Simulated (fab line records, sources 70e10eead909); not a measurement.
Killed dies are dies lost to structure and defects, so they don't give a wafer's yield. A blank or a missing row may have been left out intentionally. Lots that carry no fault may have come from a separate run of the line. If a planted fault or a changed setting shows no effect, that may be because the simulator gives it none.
The tool behind it: which one? || flow nand_harc || 6 lots with 18 wafers sampled at 5 steps, on a route of 1302 steps

## WHAT EACH GAUGE READ, for each wafer
NHARC_END_SORT_01.
{"lot": "L842", "measured": "day 28 06:05", "on": "prober-01", "killed_at_array": "676 49 675"}

## WHAT TOOL EACH LOT RAN ON (gives the tool, then ch and the chambers of the sampled wafers, and finally the start)
{"lot": "L838", "NHARC_A_CONTACT_ALD_18": "ald_metal-04 ch 0,1,3, day 23 13:33", "NHARC_A_CONTACT_CMP_20": "cmp-02 ch 0,2,3, day 23 15:22", "NHARC_A_BLC_PVD_32": "pvd_sputter-01, day 23 18:32 or earlier", "NHARC_A_BLC_ALD_23": "ald_metal-01 ch 0,1,3, day 23 18:32"}
{"lot": "L842", "NHARC_A_CONTACT_ALD_18": "ald_metal-04 ch 0,2,3, day 26 02:16", "NHARC_A_CONTACT_CMP_20": "cmp-03 ch 0,3, day 26 03:19", "NHARC_A_BLC_PVD_32": "pvd_sputter-01, day 26 06:06 or earlier", "NHARC_A_BLC_ALD_23": "ald_metal-04 ch 0,1, day 26 06:06"}
{"lot": "L849", "NHARC_A_CONTACT_ALD_18": "ald_metal-03 ch 1,2, day 28 12:51", "NHARC_A_CONTACT_CMP_20": "cmp-01 ch 1,2,3, day 28 14:00", "NHARC_A_BLC_PVD_32": "pvd_sputter-01, day 28 17:45 or earlier", "NHARC_A_BLC_ALD_23": "ald_metal-04 ch 1,2, day 28 17:45"}
{"lot": "L851", "NHARC_A_CONTACT_ALD_18": "ald_metal-04 ch 0,1,3, day 29 08:25", "NHARC_A_CONTACT_CMP_20": "cmp-03 ch 0,1,2, day 29 09:31", "NHARC_A_BLC_PVD_32": "pvd_sputter-01, day 29 12:25 or earlier", "NHARC_A_BLC_ALD_23": "ald_metal-03 ch 0,1,3, day 29 12:25"}
{"lot": "L854", "NHARC_A_CONTACT_ALD_18": "ald_metal-04 ch 1,2,3, day 30 09:23", "NHARC_A_CONTACT_CMP_20": "cmp-02 ch 0,1,3, day 30 10:26", "NHARC_A_BLC_PVD_32": "pvd_sputter-01, day 30 13:26 or earlier", "NHARC_A_BLC_ALD_23": "ald_metal-03 ch 0,1, day 30 13:26"}
{"lot": "L857", "NHARC_A_CONTACT_ALD_18": "ald_metal-02 ch 0,2,3, day 31 15:27", "NHARC_A_CONTACT_CMP_20": "cmp-03 ch 0,2,3, day 31 16:32", "NHARC_A_BLC_PVD_32": "pvd_sputter-01, day 31 19:22 or earlier", "NHARC_A_BLC_ALD_23": "ald_metal-04 ch 0,2,3, day 31 19:22"}
- NHARC_A_CONTACT_ALD_18: deposits TiN, target thk 3 nm, pulse time 1 s, ald cycles 150.
- NHARC_A_CONTACT_CMP_20: polishes, t overpolish 30 s, target thk 300 nm.
- NHARC_A_BLC_PVD_32: deposits Ti, target thk 5 nm, time 17.7 s.
- NHARC_A_BLC_ALD_23: deposits TiN, target thk 3 nm, pulse time 1 s, ald cycles 150.

## THE ANSWER, worked out from the rows above alone
Rule: the lots themselves supply what counts as usual. Put in order of their means at a reading, lots are off if they are a third of the lots or fewer, leave a main group of 4 or more, and stand apart from it by a gap of 3 or more times the standard deviation of the main group's means; of several such gaps the widest counts. If all means in a main group match to the digits the tables above print for the reading, that group is not used. A lot without any number at a reading at which 4 lots or more have one is off too. The other lots that the step has rows for count as sound.
No lot is off on any of the readings shown, so nothing can be concluded from this.

## WHAT HAD BEEN PUT IN BY THE SIMULATOR
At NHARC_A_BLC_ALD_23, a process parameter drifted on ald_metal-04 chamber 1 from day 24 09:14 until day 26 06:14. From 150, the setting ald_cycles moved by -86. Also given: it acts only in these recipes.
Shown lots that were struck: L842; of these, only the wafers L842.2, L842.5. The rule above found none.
